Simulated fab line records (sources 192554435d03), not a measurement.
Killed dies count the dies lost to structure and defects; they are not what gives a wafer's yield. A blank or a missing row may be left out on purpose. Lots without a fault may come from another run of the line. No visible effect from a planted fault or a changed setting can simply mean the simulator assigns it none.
fab line records	flow n5_finfet
record: lots: 9	wafers: 27	last_day: 18
route steps=1938 shown FIN_SAQP@138 FIN_CUT@164 BEOL_M4@1111
lots untouched by any fault: they come from a run of this same line in which no faults occurred
start_h: the number of hours between the record's first day and the start of the first shown wafer of the lot	wait_h: hours from the lot's prior step to this one	" as in the row above	L1.1+2: several wafers, shown together as one row	- no value, or no start given	* or withheld: withheld	< > ~ a bound
route shown NAME@n: names a module that has steps shown in the file, with the first one's number in the route	usual: mean/standard deviation taken from wafers without a fault	same: alike in all rows	chamber/n: place in a boat	sites: each site's reading	_std_site: how widely they spread, as a standard deviation	_edge_site: mean of outer sites minus mean of inner sites	radius_mm: how far each site lies from the wafer's centre	mask NAME#n: copy n	behind: the last tool/chamber to shape the wafer	hold: why the lot was held/for how many hours/how that ended	device: the n, p or np transistor that did not switch	end of line: at the end of the route, the tests of the same wafers	a step given without rows: its recipe and nothing more	killed: count of dies lost to structure and defects at first sort (not the wafer's yield)	map: a wafer's dies, marking killed ones x, the rest . and places with no die _
set.NAME: the setting as run; set.NAME@STEP: as run at that earlier step	model.NAME: the simulator's own value behind a step, which no gauge read
a sample of lots followed through the steps of the route, with each step as a table and each wafer as a row
services: the hour from which a tool's chamber was out of use, counted from the record's first day as start_h (under 0 if before that day), plus the number of hours and why
== steps ==
step: N5_FIN_SAQP_SPACER2_ALD_28
recipe: material: SiO2	target_thk_a: 81	temp_c: 300	ald_precursor_family: BDEAS	ald_co_reactant: O2-plasma	pulse_time_s: 1	purge_time_s: 2	co_reactant_purge_time_s: 2	pressure_torr: 2
usual: heater_power_w: 483/40	precursor_pulse_height_rel: 0.997/0.021
lot.wafer	tool	chamber	start_h	wait_h	heater_power_w	precursor_pulse_height_rel
L502.3	ald_sin-04	2	26.67	0.1	488	0.966
L502.4	"	0	"	"	499	0.996
L502.6	"	0	"	"	509	1.006
L503.1	ald_sin-04	0	31.60	0.1	488	0.973
L503.3	"	3	"	"	507	0.996
L503.5	"	2	"	"	486	1.003
L504.3	ald_sin-03	2	37.66	0.2	464	0.981
L504.5	"	2	"	"	470	0.969
L504.6	"	1	"	"	496	1.000
L506.3	ald_sin-03	1	50.29	0.1	507	1.009
L506.5	"	2	"	"	472	1.006
L506.6	"	1	"	"	504	1.004
L511.3	ald_sin-03	2	79.83	0.1	476	0.972
L511.4	"	2	"	"	469	1.014
L511.6	"	3	"	"	535	0.975
L514.1	ald_sin-03	3	98.57	0.1	533	1.028
L514.2	"	2	"	"	467	1.022
L514.3	"	0	"	"	440	1.011
L520.1	ald_sin-03	1	135.85	0.1	506	1.000
L520.2	"	3	"	"	546	0.993
L520.5	"	0	"	"	452	0.992
L522.3	ald_sin-04	0	144.90	0.1	501	0.974
L522.4	"	3	"	"	507	0.972
L522.5	"	0	"	"	498	0.984
L525.2	ald_sin-04	3	163.83	0.1	517	0.977
L525.3	"	2	"	"	498	0.999
L525.5	"	2	"	"	485	0.998
step: N5_FIN_CUT_OVL_MEAS_09
recipe: points_per_wafer: 522
usual: FIN_CUT_OVL: 0.0/0.71
lot.wafer	tool	chamber	start_h	wait_h	FIN_CUT_OVL[nm]
L502.3	overlay-01	0	28.15	0.0	-0.4
L502.4	"	0	"	"	-0.3
L502.6	"	0	"	"	0.7
L503.1	overlay-01	0	33.03	0.0	0.9
L503.3	"	0	"	"	-0.3
L503.5	"	0	"	"	0.8
L504.3	overlay-02	0	39.23	0.0	-0.2
L504.5	"	0	"	"	0.5
L504.6	"	0	"	"	-0.6
L506.3	overlay-02	0	51.77	0.0	0.7
L506.5	"	0	"	"	-0.1
L506.6	"	0	"	"	0.6
L511.3	overlay-02	0	81.64	0.0	0.9
L511.4	"	0	"	"	0.7
L511.6	"	0	"	"	0.1
L514.1	overlay-02	0	100.08	0.0	-0.6
L514.2	"	0	"	"	-0.5
L514.3	"	0	"	"	-0.7
L520.1	overlay-02	0	137.37	0.0	0.2
L520.2	"	0	"	"	-0.3
L520.5	"	0	"	"	-0.5
L522.3	overlay-01	0	146.63	0.0	-1.1
L522.4	"	0	"	"	-1.4
L522.5	"	0	"	"	-0.3
L525.2	overlay-01	0	165.28	0.0	0.3
L525.3	"	0	"	"	0.1
L525.5	"	0	"	"	0.1
step: N5_FIN_CUT_CUT_ETCH_26
recipe: chemistry: CH3F/O2	target: SiNx	target_depth_a: 390	mask_material: SOC	time_s: 55.7	pressure_mtorr: 30	source_w: 395	bias_w: 73	Ar_flow_sccm: 150	CH3F_flow_sccm: 30	O2_flow_sccm: 20	ion_energy_ev: 120
usual: drypump_motor_current_A: 5.78/0.26	oes_f_703_au: 0.80/0.096	oes_product_au: 0.80/0.089	rf_fwd_power_W: 391.2/1.6	rf_vpp_V: 298/4.5	showerhead_plenum_p_Torr: 2.02/0.06	throttle_valve_pct: 16.30/0.24
lot.wafer	tool	chamber	start_h	wait_h	drypump_motor_current_A	oes_f_703_au	oes_product_au	rf_fwd_power_W	rf_hours_counter_h	rf_vpp_V	showerhead_plenum_p_Torr	throttle_valve_pct
L502.3	rie_diel-06	1	28.66	0.0	5.41	0.82	0.80	393.4	104	296	2.09	16.26
L502.4	"	3	"	"	5.86	0.99	0.98	393.4	4	293	1.96	15.86
L502.6	"	2	"	"	5.82	0.79	0.80	389.9	-	302	2.00	16.39
L503.1	rie_diel-06	2	33.77	0.0	5.81	0.79	0.80	391.2	121	304	2.00	16.40
L503.3	"	0	"	"	6.10	0.75	0.74	392.1	168	292	2.01	16.52
L503.5	"	3	"	"	5.84	0.99	0.95	393.2	-	294	1.96	15.88
L504.3	rie_diel-06	1	39.75	0.0	5.41	0.82	0.80	390.3	108	298	2.09	16.28
L504.5	"	3	"	"	5.86	0.98	0.96	394.0	-	293	1.96	15.87
L504.6	"	2	"	"	5.81	0.78	0.79	391.1	-	302	2.00	16.40
L506.3	rie_diel-05	2	52.35	0.0	6.08	0.72	0.72	391.0	158	290	1.92	16.59
L506.5	"	0	"	"	5.65	0.66	0.69	389.9	-	306	2.06	16.22
L506.6	"	1	"	"	5.92	0.71	0.73	392.5	-	299	2.09	16.63
L511.3	rie_diel-06	2	82.15	0.0	5.81	1.01	0.82	486.0	137	273	2.00	16.42
L511.4	"	3	"	"	5.84	1.23	0.97	485.6	22	264	1.96	15.90
L511.6	"	0	"	"	6.07	0.96	0.77	487.7	-	264	2.00	16.55
L514.1	rie_diel-06	1	100.61	0.0	5.40	1.04	0.82	486.2	131	268	2.08	16.33
L514.2	"	2	"	"	5.84	1.01	0.82	484.9	143	276	1.99	16.44
L514.3	"	3	"	"	5.85	1.21	0.95	486.4	29	265	1.95	15.92
L520.1	rie_diel-03	1	137.90	0.0	6.34	0.71	0.73	391.8	150	299	2.08	16.04
L520.2	"	0	"	"	5.63	0.91	0.95	389.6	21	301	2.04	16.10
L520.5	"	1	"	"	6.32	0.71	0.73	393.5	-	298	2.08	16.04
L522.3	rie_diel-05	2	147.15	0.0	6.10	0.71	0.71	390.4	187	290	1.91	16.64
L522.4	"	3	"	"	5.63	0.95	0.93	389.3	13	299	2.04	16.19
L522.5	"	0	"	"	5.63	0.65	0.67	391.2	-	304	2.05	16.28
L525.2	rie_diel-05	2	165.80	0.0	6.06	0.70	0.70	391.7	194	291	1.90	16.66
L525.3	"	3	"	"	5.64	0.93	0.91	388.5	20	299	2.03	16.22
L525.5	"	3	"	"	5.63	0.93	0.91	389.4	-	299	2.03	16.20
step: N5_FIN_CUT_CUT_ETCH_27
recipe: chemistry: CHF3/O2	target: SiO2	target_depth_a: 40	mask_material: SOC	overetch_a: 20	time_s: 4.9	pressure_mtorr: 30	source_w: 650	bias_w: 170	Ar_flow_sccm: 200	CHF3_flow_sccm: 50	O2_flow_sccm: 5	ion_energy_ev: 200
usual: drypump_motor_current_A: 5.78/0.27	oes_f_703_au: 0.80/0.095	oes_product_au: 0.63/0.067	rf_fwd_power_W: 644.0/2.4	rf_vpp_V: 524/7.7	showerhead_plenum_p_Torr: 2.44/0.069	throttle_valve_pct: 18.76/0.25
lot.wafer	tool	chamber	start_h	wait_h	drypump_motor_current_A	oes_f_703_au	oes_product_au	rf_fwd_power_W	rf_hours_counter_h	rf_vpp_V	showerhead_plenum_p_Torr	throttle_valve_pct
L502.3	rie_diel-06	1	28.71	0.0	5.41	0.82	0.63	640.8	104	525	2.51	18.73
L502.4	"	3	"	"	5.85	1.00	0.76	641.5	4	516	2.36	18.32
L502.6	"	2	"	"	5.81	0.79	0.62	645.0	-	534	2.41	18.87
L503.1	rie_diel-06	2	33.81	0.0	5.83	0.80	0.62	646.8	121	534	2.41	18.85
L503.3	"	0	"	"	6.10	0.75	0.59	643.5	168	515	2.42	18.97
L503.5	"	3	"	"	5.84	0.98	0.75	642.8	-	517	2.36	18.33
L504.3	rie_diel-06	1	39.80	0.0	5.41	0.82	0.63	646.6	108	523	2.51	18.72
L504.5	"	3	"	"	5.83	0.98	0.75	644.6	-	518	2.36	18.34
L504.6	"	2	"	"	5.83	0.78	0.62	646.1	-	534	2.41	18.88
L506.3	rie_diel-05	2	52.40	0.0	6.10	0.72	0.58	645.1	158	511	2.32	19.07
L506.5	"	0	"	"	5.62	0.66	0.54	645.5	-	539	2.48	18.64
L506.6	"	1	"	"	5.92	0.72	0.57	640.6	-	526	2.51	19.14
L511.3	rie_diel-06	2	82.20	0.0	5.83	0.77	0.60	647.6	137	533	2.41	18.90
L511.4	"	3	"	"	5.87	0.93	0.73	644.8	22	518	2.36	18.37
L511.6	"	0	"	"	6.09	0.72	0.58	644.4	-	514	2.41	19.00
L514.1	rie_diel-06	1	100.66	0.0	5.40	0.80	0.62	641.2	132	524	2.50	18.75
L514.2	"	2	"	"	5.84	0.77	0.60	644.8	143	534	2.40	18.92
L514.3	"	3	"	"	5.85	0.92	0.71	645.4	29	516	2.35	18.38
L520.1	rie_diel-03	1	137.95	0.0	6.34	0.72	0.59	645.8	150	524	2.50	18.46
L520.2	"	0	"	"	5.58	0.94	0.73	641.6	21	531	2.46	18.57
L520.5	"	1	"	"	6.32	0.72	0.58	646.6	-	524	2.50	18.45
L522.3	rie_diel-05	2	147.19	0.0	6.06	0.70	0.57	644.7	187	511	2.31	19.12
L522.4	"	3	"	"	5.63	0.94	0.73	644.1	13	527	2.46	18.72
L522.5	"	0	"	"	5.63	0.65	0.53	644.3	-	537	2.47	18.72
L525.2	rie_diel-05	2	165.85	0.0	6.07	0.69	0.56	641.5	194	511	2.30	19.13
L525.3	"	3	"	"	5.63	0.92	0.71	642.2	20	527	2.45	18.74
L525.5	"	3	"	"	5.63	0.92	0.71	640.4	-	527	2.45	18.72
step: N5_BEOL_M4_RC_MEAS_101
usual: DIBL_N: 36.0/2	DIBL_P: 36.2/2.2	IOFF_N: 0.16/0.034	IOFF_P: 0.21/0.04	ION_N: 675/12	ION_P: 463/7.2	SS_N: 71.6/0.6	SS_P: 73.3/0.67	VT_N: 250/3	VT_P: -251/3.4
lot.wafer	tool	chamber	start_h	wait_h	DIBL_N[mV/V]	DIBL_P[mV/V]	IOFF_N[nA/um]	IOFF_P[nA/um]	ION_N[uA/um]	ION_P[uA/um]	SS_N[mV/dec]	SS_P[mV/dec]	VT_N[mV]	VT_P[mV]
L502.3	prober-02	0	169.71	0.3	37.7	36.6	0.17	0.21	670	452	72.3	74.3	251	-252
L502.4	"	0	"	"	35.6	34.6	0.12	0.18	662	457	72.2	73.1	253	-255
L502.6	"	0	"	"	35.6	34.4	0.14	0.18	650	451	71.8	73.6	250	-256
L503.1	prober-01	0	178.60	0.0	38.6	39.1	0.22	0.26	692	468	71.6	73.7	248	-250
L503.3	"	0	"	"	37.0	37.7	0.19	0.24	684	467	71.2	73.8	246	-248
L503.5	"	0	"	"	36.2	36.8	0.18	0.22	683	464	71.8	73.9	245	-250
L504.3	prober-02	0	188.79	0.3	33.9	35.7	0.13	0.18	667	460	71.1	73.1	251	-252
L504.5	"	0	"	"	35.8	37.6	0.15	0.19	680	460	71.4	73.6	248	-253
L504.6	"	0	"	"	33.0	34.6	0.11	0.16	648	445	71.1	72.9	255	-255
L506.3	prober-02	0	198.35	0.3	35.2	35.2	0.14	0.18	681	460	71.1	73.5	251	-251
L506.5	"	0	"	"	36.7	36.1	0.16	0.18	673	455	71.7	72.3	251	-254
L506.6	"	0	"	"	34.6	35.2	0.13	0.17	665	461	70.6	72.1	250	-252
L511.3	prober-01	0	227.74	0.3	34.5	35.0	0.14	0.21	673	467	70.8	72.9	249	-248
L511.4	"	0	"	"	34.3	34.6	0.13	0.20	668	465	70.4	72.5	252	-251
L511.6	"	0	"	"	34.4	34.0	0.13	0.18	670	460	71.1	72.6	252	-251
L514.1	prober-01	0	245.20	0.0	37.9	39.9	0.20	0.28	682	468	72.1	74.6	244	-246
L514.2	"	0	"	"	37.9	39.9	0.20	0.29	694	481	72.4	73.7	245	-246
L514.3	"	0	"	"	35.4	36.6	0.16	0.24	678	470	71.5	73.3	248	-248
L522.3	prober-02	0	309.24	0.3	38.0	38.2	0.18	0.23	675	462	71.4	74.1	250	-248
L522.4	"	0	"	"	38.9	39.1	0.20	0.27	683	470	72.0	74.2	248	-247
L522.5	"	0	"	"	38.2	38.4	0.18	0.23	682	469	72.5	74.7	248	-247
L520.1	prober-01	0	312.55	0.7	33.4	32.6	0.12	0.18	668	465	70.8	72.4	254	-252
L520.2	"	0	"	"	39.1	40.0	0.22	0.32	695	480	72.0	74.7	245	-243
L520.5	"	0	"	"	38.7	39.9	0.21	0.30	685	468	72.5	74.8	247	-247
L525.2	prober-01	0	317.14	0.2	34.0	33.6	0.12	0.18	669	459	71.1	73.0	253	-252
L525.3	"	0	"	"	35.2	34.5	0.14	0.19	666	456	71.7	73.5	252	-254
L525.5	"	0	"	"	35.9	34.8	0.15	0.19	673	456	71.7	72.7	250	-253
== services ==
tool	chamber	start_h	hours	kind
ald_sin-03	0	8.01	-	clean
ald_sin-03	1	8.01	-	clean
ald_sin-03	2	8.01	-	clean
ald_sin-03	3	8.01	-	clean
ald_sin-04	2	15.86	1.7	repair
rie_diel-05	2	35.38	8.6	repair
rie_diel-05	-	46.87	0.3	repair
rie_diel-03	0	48.10	-	clean
ald_sin-03	-	57.96	6.4	repair
ald_sin-04	3	67.01	5.7	repair
rie_diel-05	2	72.79	5.3	repair
rie_diel-05	3	85.04	-	clean
rie_diel-05	3	85.04	-	consumable_replace:focus_ring
rie_diel-05	3	85.04	23.4	scheduled_down
rie_diel-05	3	85.04	23.4	vent_cycle
rie_diel-06	0	85.75	15.1	repair
rie_diel-06	2	92.67	2.6	repair
rie_diel-03	2	120.54	4.1	repair
ald_sin-04	0	136.29	5.6	repair
rie_diel-05	0	154.46	-	clean
rie_diel-05	0	154.46	-	consumable_replace:focus_ring
rie_diel-05	0	154.46	21.4	scheduled_down
rie_diel-05	0	154.46	21.4	vent_cycle
rie_diel-03	-	157.42	0.6	repair
== key ==
first_sign: step: N5_FIN_CUT_CUT_ETCH_26	reading: rf_fwd_power_W	direction: up	sigmas: 61	usual: *	struck: *
effect: step: N5_FIN_CUT_CUT_ETCH_26	reading: rf_vpp_V	direction: down	sigmas: 6.6	usual: 298	struck: 268
met_at N5_FIN_CUT_CUT_ETCH_26
struck_lots L511,L514
not_acting_at N5_FIN_SAQP_SPACER2_ALD_28,N5_FIN_CUT_OVL_MEAS_09,N5_FIN_CUT_CUT_ETCH_27
onset_between 39.75 82.15
fault: kind: process_parameter_drift	tool: rie_diel-06	chamber: -	onset_h: 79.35	steps: N5_FIN_CUT_CUT_ETCH_26	channel: source_w	offset: 94.8	shape: step	end_h: 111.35	acts_in: these_recipes_only	stated: 395
